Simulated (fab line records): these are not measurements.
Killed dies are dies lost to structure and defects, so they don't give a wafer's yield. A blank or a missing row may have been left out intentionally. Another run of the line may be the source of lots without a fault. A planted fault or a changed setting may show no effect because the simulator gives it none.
Chamber matching	flow n5Finfet	aldMetal-04 running N5_BEOL_M7_ALD_77: 4 sister chambers
The step deposits TaN, target thk 2 nm, pulse time 2 s, purge time 3 s. 4 wafers are shown with their chamber, then 10 later ones without.

## EACH WAFER AND ITS CHAMBER
wafer	chamber	heaterPowerW (W)
L085.3	1	427
L087.5	3	472
L086.1	0	521
L086.5	2	408

## WAFERS MISSING THEIR CHAMBER
wafer	heaterPowerW (W)
L086.6	479
L089.2	407
L089.3	491
L089.6	530
L088.1	419
L088.3	516
L088.6	417
L095.2	476
L095.5	417
L095.6	410

## WHICH CHAMBER EACH WENT THROUGH
wafer	from the rows above	in truth
L086.6	3	3
L089.2	2	2
L089.3	can't be placed: 3 or 0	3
L089.6	0	0
L088.1	can't be placed: 1 or 2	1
L088.3	0	0
L088.6	can't be placed: 2 or 1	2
L095.2	3	3
L095.5	can't be placed: 2 or 1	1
L095.6	can't be placed: 2 or 1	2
Correctly placed: 5 of 10. Can't be placed from these rows: 5 (the true chamber is among the candidates in 5). Number placed wrongly: 0.
How it was worked out, from the rows above alone: a wafer's distance from a chamber is the root of the sum, over the readings, of the square of ((its reading less the chamber's mean) divided by the reading's scatter). The wafer belongs to the nearest chamber; if the next one is less than 2 further off, it can't be placed. Each chamber's mean is taken over the wafers shown for it. The scatter: with one shown wafer a chamber, the root of the mean of the squares of how far each hidden wafer lies from its nearest shown one.
